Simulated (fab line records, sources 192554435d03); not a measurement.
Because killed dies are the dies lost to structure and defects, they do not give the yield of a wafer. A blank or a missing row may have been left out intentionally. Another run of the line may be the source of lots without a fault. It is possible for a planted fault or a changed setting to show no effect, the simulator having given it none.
Split-lot trial :: flow n5_finfet :: route with 1938 steps; 7 lots, 21 wafers read

## THE SPLIT
At N5_FIN_CUT_COAT_19 (time 60 s, resist thk 20 nm), the setting spin_rpm was moved away from the recipe's 1500 rpm on 5 of the 21 wafers read, by -4.6% to +6.2%. For the rest of the wafers, this setting stayed at what the recipe calls for.

## FROM THE SPLIT TO THE READING: what the file shows between them, 4 steps
- N5_FIN_CUT_COAT_29: time 60 s, resist thk 10 nm
- N5_FIN_CUT_COAT_02: resist thk 30 nm
- N5_FIN_CUT_DESCUM_13: chemistry O2, time 7 s
- N5_FIN_CUT_ETCH_30: etches underlayer in N2/H2, target depth 13 nm, time 10.4 s

## THE READING
etch.depth_nm (the simulator's own value, which no gauge read), in nm, at N5_FIN_CUT_ETCH_20 (etches SiARC in CF4, target depth 26 nm, time 43.3 s). The file gives no usual value for it. Average 19.99 nm, standard deviation 0.053 nm, over the 16 wafers here run with the recipe.

wafer: L078.1
tool, chamber at the split: litho_track-03, 0
spin_rpm as run, rpm: 1500
against the recipe: recipe
etch.depth_nm, nm: 20.05
against lot-mates on the recipe: -

wafer: L078.2
tool, chamber at the split: litho_track-03, 0
spin_rpm as run, rpm: 1500
against the recipe: recipe
etch.depth_nm, nm: 20.02
against lot-mates on the recipe: -

wafer: L078.5
tool, chamber at the split: litho_track-03, 0
spin_rpm as run, rpm: 1500
against the recipe: recipe
etch.depth_nm, nm: 19.99
against lot-mates on the recipe: -

wafer: L083.1
tool, chamber at the split: litho_track-03, 0
spin_rpm as run, rpm: 1500
against the recipe: recipe
etch.depth_nm, nm: 19.97
against lot-mates on the recipe: -

wafer: L083.4
tool, chamber at the split: litho_track-03, 0
spin_rpm as run, rpm: 1500
against the recipe: recipe
etch.depth_nm, nm: 20.03
against lot-mates on the recipe: -

wafer: L083.6
tool, chamber at the split: litho_track-03, 0
spin_rpm as run, rpm: 1500
against the recipe: recipe
etch.depth_nm, nm: 19.98
against lot-mates on the recipe: -

wafer: L084.1
tool, chamber at the split: litho_track-03, 0
spin_rpm as run, rpm: 1500
against the recipe: recipe
etch.depth_nm, nm: 19.93
against lot-mates on the recipe: -

wafer: L084.3
tool, chamber at the split: litho_track-03, 0
spin_rpm as run, rpm: 1500
against the recipe: recipe
etch.depth_nm, nm: 19.97
against lot-mates on the recipe: -

wafer: L084.6
tool, chamber at the split: litho_track-03, 0
spin_rpm as run, rpm: 1500
against the recipe: recipe
etch.depth_nm, nm: 19.97
against lot-mates on the recipe: -

wafer: L085.4
tool, chamber at the split: litho_track-02, 0
spin_rpm as run, rpm: 1593
against the recipe: +6.2%
etch.depth_nm, nm: 19.39
against lot-mates on the recipe: -0.60

wafer: L085.5
tool, chamber at the split: litho_track-02, 0
spin_rpm as run, rpm: 1593
against the recipe: +6.2%
etch.depth_nm, nm: 19.36
against lot-mates on the recipe: -0.63

wafer: L085.6
tool, chamber at the split: litho_track-02, 0
spin_rpm as run, rpm: 1500
against the recipe: recipe
etch.depth_nm, nm: 19.99
against lot-mates on the recipe: -

wafer: L093.1
tool, chamber at the split: litho_track-02, 0
spin_rpm as run, rpm: 1500
against the recipe: recipe
etch.depth_nm, nm: 19.99
against lot-mates on the recipe: -

wafer: L093.4
tool, chamber at the split: litho_track-02, 0
spin_rpm as run, rpm: 1551
against the recipe: +3.4%
etch.depth_nm, nm: 19.75
against lot-mates on the recipe: -0.24

wafer: L093.5
tool, chamber at the split: litho_track-02, 0
spin_rpm as run, rpm: 1551
against the recipe: +3.4%
etch.depth_nm, nm: 19.73
against lot-mates on the recipe: -0.26

wafer: L094.1
tool, chamber at the split: litho_track-03, 0
spin_rpm as run, rpm: 1500
against the recipe: recipe
etch.depth_nm, nm: 20.12
against lot-mates on the recipe: -

wafer: L094.2
tool, chamber at the split: litho_track-03, 0
spin_rpm as run, rpm: 1431
against the recipe: -4.6%
etch.depth_nm, nm: 20.51
against lot-mates on the recipe: +0.42

wafer: L094.3
tool, chamber at the split: litho_track-03, 0
spin_rpm as run, rpm: 1500
against the recipe: recipe
etch.depth_nm, nm: 20.07
against lot-mates on the recipe: -

wafer: L097.2
tool, chamber at the split: litho_track-04, 0
spin_rpm as run, rpm: 1500
against the recipe: recipe
etch.depth_nm, nm: 19.91
against lot-mates on the recipe: -

wafer: L097.3
tool, chamber at the split: litho_track-04, 0
spin_rpm as run, rpm: 1500
against the recipe: recipe
etch.depth_nm, nm: 19.98
against lot-mates on the recipe: -

wafer: L097.4
tool, chamber at the split: litho_track-04, 0
spin_rpm as run, rpm: 1500
against the recipe: recipe
etch.depth_nm, nm: 19.92
against lot-mates on the recipe: -

FIT RESULTS
A straight line over all 21 wafers: etch.depth_nm changes by -0.0983 nm for each +1% of spin_rpm; r = -0.97; the points scatter about the line by 0.057 nm.
The same after taking each lot's own level away (the mean of its wafers on the recipe; 21 wafers): -0.093 nm for each +1%; r = -0.99; scatter 0.034 nm.
On that fit, the largest move of spin_rpm shifts the reading by 0.58 nm.
Measured against the standard deviation above, the lots' own levels, which go from 19.937 to 20.095 nm, span 3.0 times it.
Hence the lot-to-lot level has little effect on the slope; both slopes agree.
Check: for one of the wafers moved furthest among these (+6.2%), held out of the fit, the line's prediction against its lot-mates is -0.562 nm. It came out at -0.6 nm against them.

## THESE WAFERS: OTHER SPLITS
Other splits were also applied to these wafers ahead of the reading. Each is held against what the fit with the lots' levels taken away leaves over:
other split on the same wafers: N5_WELL_APT_COAT_02 spin_rpm
wafers away from the commonest value: 8
r with etch.depth_nm (lot level and that fit taken away): +0.12

other split on the same wafers: N5_WELL_APT_EXPOSE_05 dose_mj
wafers away from the commonest value: 6
r with etch.depth_nm (lot level and that fit taken away): -0.46

other split on the same wafers: N5_WELL_APT_DESCUM_13 time_s
wafers away from the commonest value: 6
r with etch.depth_nm (lot level and that fit taken away): +0.00

other split on the same wafers: N5_FIN_SAQP_PECVD_06 time_s
wafers away from the commonest value: 9
r with etch.depth_nm (lot level and that fit taken away): +0.26

other split on the same wafers: N5_FIN_SAQP_EXPOSE_13 dose_mj
wafers away from the commonest value: 5
r with etch.depth_nm (lot level and that fit taken away): +0.14

## THE WHOLE CHAIN: every reading that the file lists as answering this split, in the file's order
step: N5_FIN_CUT_COAT_19
what it does: time 60 s, resist thk 20 nm
reading: SiARC_of_FIN_CUT_COAT_19.thk_nm (the simulator's own value, which no gauge read)
change (the file's fit): -0.0942 nm for each +1% of the setting
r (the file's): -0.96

step: N5_FIN_CUT_ETCH_20
what it does: etches SiARC in CF4, target depth 26 nm, time 43.3 s
reading: etch.depth_nm (the simulator's own value, which no gauge read)
change (the file's fit): -0.0921 nm for each +1% of the setting
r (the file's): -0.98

## THE FILE'S OWN FIT
etch.depth_nm changes by -0.0921 nm for each +1% of spin_rpm, r = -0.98.
